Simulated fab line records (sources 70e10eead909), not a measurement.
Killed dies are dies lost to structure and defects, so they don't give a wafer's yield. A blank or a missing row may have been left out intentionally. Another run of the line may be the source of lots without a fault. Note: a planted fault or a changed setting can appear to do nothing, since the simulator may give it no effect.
A struck lot beside a sound one ; flow nand_harc ; 17 steps out of a route of 1159
Sound: wafers L622.1, L622.5, L622.6. Struck: wafers L632.1, L632.4 (left out: L632.2, a lot-mate that was not struck); the cause follows at the end.
Per side, at each step with rows, come the tool, then ch with its chambers, and then its first start. Under that, the readings that differ: sound wafers ; struck wafers ; difference of the means ; sigmas: that difference in standard deviations of wafers without a fault.
alike: readings with means less than 2 such deviations apart, plus words and numbers identical on both sides. not compared: withheld readings, readings lacking a value on some wafer, bounds such as >300 that could conceal the same value, and numbers that have no deviation in the record and whose values overlap.
The two part at a step that has a row with sigmas, a row that says differs or no value, or rows on one side only. Numbers that have no deviation but don't overlap get no sigmas and don't part them. A reading missing from all wafers of one side parts the sides only when that side holds two or more wafers.

NHARC_A_M0_OVL_MEAS_10: pitch 160 nm.
  sound on overlay-01, day 19 21:26; struck on overlay-01, day 23 01:50
reading;sound;struck;difference;sigmas
overlay_x_nm (nm);-2.3 -1.6 -2.3;1.0 0.8;+3.0;+3
  alike: overlay_y_nm
NHARC_A_M0_INSPECT_11:
  sound on defect_inspect-02, day 19 21:29; struck on defect_inspect-01, day 23 01:53
  alike: raw_defect_count
NHARC_A_M0_DESCUM_14: chemistry O2, time 3 s.
  sound on rie_diel-07 ch 1,2,3, day 19 21:32; struck on rie_diel-06 ch 0,2, day 23 01:56
  alike: chamber_pressure_mTorr, drypump_motor_current_A, oes_product_au, rf_vpp_V, showerhead_plenum_p_Torr, throttle_valve_pct
  not compared: rf_hours_counter_h
NHARC_A_M0_ETCH_34: etches the open film in N2/H2, target depth 40 nm, overetch 12 nm, time 43.94 s.
  sound on rie_diel-07 ch 1,2,3, day 19 21:39; struck on rie_diel-06 ch 0,1, day 23 02:01
reading;sound;struck;difference;sigmas
chamber_pressure_mTorr (mTorr);29.967 29.940 29.984;30.032 30.008;+0.056;+2
  alike: drypump_motor_current_A, h2_flow_sccm, oes_product_au, rf_vpp_V, showerhead_plenum_p_Torr, throttle_valve_pct
  not compared: rf_hours_counter_h
then, 1 step without rows for these wafers: NHARC_A_M0_ETCH_15 (etches the open film in C4F8/Ar, target depth 150 nm, overetch 15 nm, time 82.5 s).
NHARC_A_M0_CD_MEAS_16:
  sound on cd_sem-02, day 19 21:53; struck on cd_sem-01, day 23 02:14
  alike: cd_nm
NHARC_A_M0_STRIP_18: strips in N2/H2.
  sound on rie_diel-07 ch 1,2,3, day 19 21:57; struck on rie_diel-13 ch 1,2, day 23 02:19
reading;sound;struck;difference;sigmas
h2_flow_sccm (sccm);149.7 149.6 149.5;150.4 150.9;+1.1;+2
  alike: chamber_pressure_mTorr, drypump_motor_current_A, oes_product_au, rf_vpp_V, showerhead_plenum_p_Torr, throttle_valve_pct
  not compared: rf_hours_counter_h
then, 1 step without rows for these wafers: NHARC_A_M0_STRIP_19 (strips in post etch residue remover, time 600 s).
NHARC_A_M0_DEGAS_28: time 60 s.
  sound on pvd_sputter-03, day 19 22:33; struck on pvd_sputter-03, day 23 02:51
  alike: heater_power_w
NHARC_A_M0_PRE_CLEAN_29: time 30 s.
  sound on pvd_sputter-03; struck on pvd_sputter-03
  alike: heater_power_w
then, 2 steps without rows for these wafers: NHARC_A_M0_PVD_20 (deposits TaN, target thk 5 nm, time 8.06 s); NHARC_A_M0_PVD_21 (deposits Cu, target thk 30 nm, time 20.49 s).
NHARC_A_M0_ECD_22: material Cu, target thk 400 nm.
  sound on ecd_cu-02 ch 0,1, day 19 22:57; struck on ecd_cu-01 ch 0,1, day 23 03:20
then, 1 step without rows for these wafers: NHARC_A_M0_ANNEAL_30 (time 90 s).
NHARC_A_M0_CMP_23: polishes, t overpolish 20 s, target thk 113.75 nm.
  sound on cmp-03 ch 1,2, day 19 23:40; struck on cmp-04 ch 1,3, day 23 04:04
reading;sound;struck;difference;sigmas
time_to_endpoint_s (s);28.9 28.7 29.2;46.3 47.1;+17.8;+9
  alike: edge_zone_pressure_frac, motor_current_A
  not compared: pad_life_wafers
NHARC_A_M0_THK_MEAS_24: measures by xrf.
  sound on film_metro-01, day 19 23:56; struck on film_metro-01, day 23 04:23
  alike: thk_nm
NHARC_END_SORT_01:
  at this point the record logs the struck wafers (prober-02 ch 0, day 24 21:56) and has no rows for the sound ones

== WHERE THEY PART ==
First at NHARC_A_M0_OVL_MEAS_10; last, within this record, at NHARC_END_SORT_01.

WHY: whatever the simulator had introduced
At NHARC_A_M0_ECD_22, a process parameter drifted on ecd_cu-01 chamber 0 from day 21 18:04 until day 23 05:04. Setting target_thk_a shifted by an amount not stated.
